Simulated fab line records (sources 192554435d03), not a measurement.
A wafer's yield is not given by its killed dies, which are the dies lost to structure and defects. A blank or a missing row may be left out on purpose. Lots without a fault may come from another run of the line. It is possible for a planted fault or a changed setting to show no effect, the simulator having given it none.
Chamber matching	flow n5 finfet	N5_BEOL_M9_DEP_56 on pecvd-02 has 3 sister chambers
The step deposits SiCN from 3MS/NH3, target thk 15 nm, time 26.5 s. 3 wafers are shown with their chamber, then 9 later ones without.

## WAFERS PAIRED WITH THEIR CHAMBERS
wafer	chamber	showerhead vpp V (V)
L082.2	2	839
L087.5	1	992
L087.6	0	956

## WAFERS MISSING THEIR CHAMBER
wafer	showerhead vpp V (V)
L092.2	1006
L092.4	850
L092.5	953
L095.2	843
L095.4	963
L095.5	860
L096.1	940
L096.4	962
L096.6	998

## WHICH CHAMBER EACH WENT THROUGH
wafer	from the rows above	in truth
L092.2	1	1
L092.4	2	2
L092.5	0	0
L095.2	2	2
L095.4	can't be placed: 0 or 1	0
L095.5	2	2
L096.1	0	0
L096.4	0	0
L096.6	1	1
Correctly placed: 8 of 9. Cannot be placed on the basis of these rows: 1; the candidates contain the true chamber in 1. Placed wrongly: 0.
How it was worked out, from the rows above alone: a wafer's distance from a chamber is the root of the sum, over the readings, of the square of ((its reading less the chamber's mean) divided by the reading's scatter). If the next closest chamber is less than 2 further off than the closest, the wafer can't be placed; otherwise it belongs to the closest. Each chamber's mean is taken over the wafers shown for it. The scatter (one wafer shown for each chamber): square how far every hidden wafer sits from the nearest shown wafer, average those squares and take the square root.
